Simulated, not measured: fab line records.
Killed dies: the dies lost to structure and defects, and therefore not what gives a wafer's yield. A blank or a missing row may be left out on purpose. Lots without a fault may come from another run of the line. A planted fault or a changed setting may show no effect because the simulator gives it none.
Which tool was responsible?    flow n5-finfet    Sampling: 12 lots, 36 wafers, 6 of 1938 route steps

## WHAT EACH GAUGE READ, for each wafer
N5_BEOL_M10_THK_MEAS_01.
lot   measured      on             M10_ILD_THK (nm)
L075  day 9 21:06   film-metro-01  265 267 264
L077  day 10 09:44  film-metro-01  261 269 264
L079  day 10 16:11  film-metro-01  261 260 262
L081  day 11 09:07  film-metro-02  263 271 268
L082  day 11 18:35  film-metro-02  267 266 269
L085  day 12 18:25  film-metro-02  269 269 273
L087  day 13 03:40  film-metro-02  270 272 275
L088  day 13 04:32  film-metro-02  267 269 265
L091  day 14 16:34  film-metro-01  263 270 271
L093  day 14 19:10  film-metro-02  266 267 272
L094  day 15 06:08  film-metro-01  268 268 274
L097  day 15 19:29  film-metro-01  261 267 265

## WHICH TOOL RAN EACH LOT (tool, then ch and the chambers of the sampled wafers, then the start)
lot   N5_BEOL_M8_CURE_75             N5_BEOL_M8_DEGAS_44           N5_BEOL_M8_ALD_77                    N5_BEOL_M8_ANNEAL_51              N5_BEOL_M9_ILD_DEP_00
L075  uv-cure-01 ch 2, day 9 11:40   pvd-sputter-03, day 9 12:13   ald-metal-03 ch 1,2,3, day 9 12:19   rtp-anneal-02 ch 0, day 9 13:06   pecvd-04 ch 0,1, day 9 13:53
L077  uv-cure-02 ch 0, day 9 22:11   pvd-sputter-03, day 9 22:39   ald-metal-04 ch 0,1,2, day 9 22:51   rtp-anneal-01 ch 0, day 10 01:25  pecvd-03 ch 0,1, day 10 02:09
L079  uv-cure-02 ch 0, day 10 04:58  pvd-sputter-02, day 10 05:42  ald-metal-03 ch 0,2,3, day 10 05:50  rtp-anneal-01 ch 0, day 10 06:44  pecvd-01 ch 0,1,2, day 10 07:31
L081  uv-cure-03 ch 1, day 10 23:49  pvd-sputter-03, day 11 00:08  ald-metal-03 ch 0,2,3, day 11 00:14  rtp-anneal-01 ch 0, day 11 01:52  pecvd-03 ch 0,1,2, day 11 02:40
L082  uv-cure-03 ch 0, day 11 07:50  pvd-sputter-03, day 11 08:21  ald-metal-03 ch 1,2, day 11 08:27    rtp-anneal-02 ch 0, day 11 09:41  pecvd-04 ch 0,1, day 11 10:28
L085  uv-cure-02 ch 0, day 12 04:32  pvd-sputter-02, day 12 05:07  ald-metal-04 ch 0,1,2, day 12 05:26  rtp-anneal-01 ch 0, day 12 06:56  pecvd-01 ch 0,1, day 12 07:48
L087  uv-cure-02 ch 0, day 12 11:13  pvd-sputter-01, day 12 11:41  ald-metal-01 ch 0,1,2, day 12 11:47  rtp-anneal-02 ch 0, day 12 12:38  pecvd-01 ch 1,2, day 12 13:26
L088  uv-cure-03 ch 1, day 12 16:40  pvd-sputter-02, day 12 17:06  ald-metal-01 ch 0,3, day 12 17:13    rtp-anneal-01 ch 0, day 12 18:22  pecvd-03 ch 0,1,2, day 12 19:03
L091  uv-cure-02 ch 2, day 14 03:33  pvd-sputter-03, day 14 03:53  ald-metal-01 ch 0,2, day 14 03:59    rtp-anneal-01 ch 0, day 14 04:50  pecvd-01 ch 0,1,2, day 14 05:38
L093  uv-cure-01 ch 2, day 14 06:10  pvd-sputter-03, day 14 06:34  ald-metal-03 ch 0,1,2, day 14 06:40  rtp-anneal-02 ch 0, day 14 07:41  pecvd-03 ch 0,1, day 14 08:28
L094  uv-cure-02 ch 0, day 14 17:37  pvd-sputter-03, day 14 18:08  ald-metal-04 ch 0,2, day 14 18:17    rtp-anneal-02 ch 0, day 14 20:35  pecvd-01 ch 0,1, day 14 21:20
L097  uv-cure-02 ch 1, day 15 09:54  pvd-sputter-01, day 15 10:16  ald-metal-03 ch 0,2,3, day 15 10:22  rtp-anneal-01 ch 0, day 15 11:47  pecvd-04 ch 0,1,2, day 15 12:38
- N5_BEOL_M8_CURE_75: cures SiCOH lowk, time 120 s.
- N5_BEOL_M8_DEGAS_44: time 60 s.
- N5_BEOL_M8_ALD_77: deposits TaN, target thk 2 nm, pulse time 2 s, purge time 3 s.
- N5_BEOL_M8_ANNEAL_51: time 90 s.
- N5_BEOL_M9_ILD_DEP_00: deposits SiCOH lowk from DEMS/porogen, target thk 308.51 nm, time 58 s.

## THE ANSWER, worked out from the rows above alone
Rule: the lots themselves supply what counts as usual. Put in order of their means at a reading, lots are off if they are a third of the lots or fewer, leave a main group of 4 or more, and stand apart from it by a gap of 3 or more times the standard deviation of the main group's means; of several such gaps the widest counts. If all means in a main group match to the digits the tables above print for the reading, that group is not used. Also off: a lot with no number at a reading for which 4 or more lots have one. All remaining lots with rows at the step are treated as sound.
No lot is off at any reading shown: from this, nothing can be told.

## WHAT HAD BEEN PUT IN BY THE SIMULATOR
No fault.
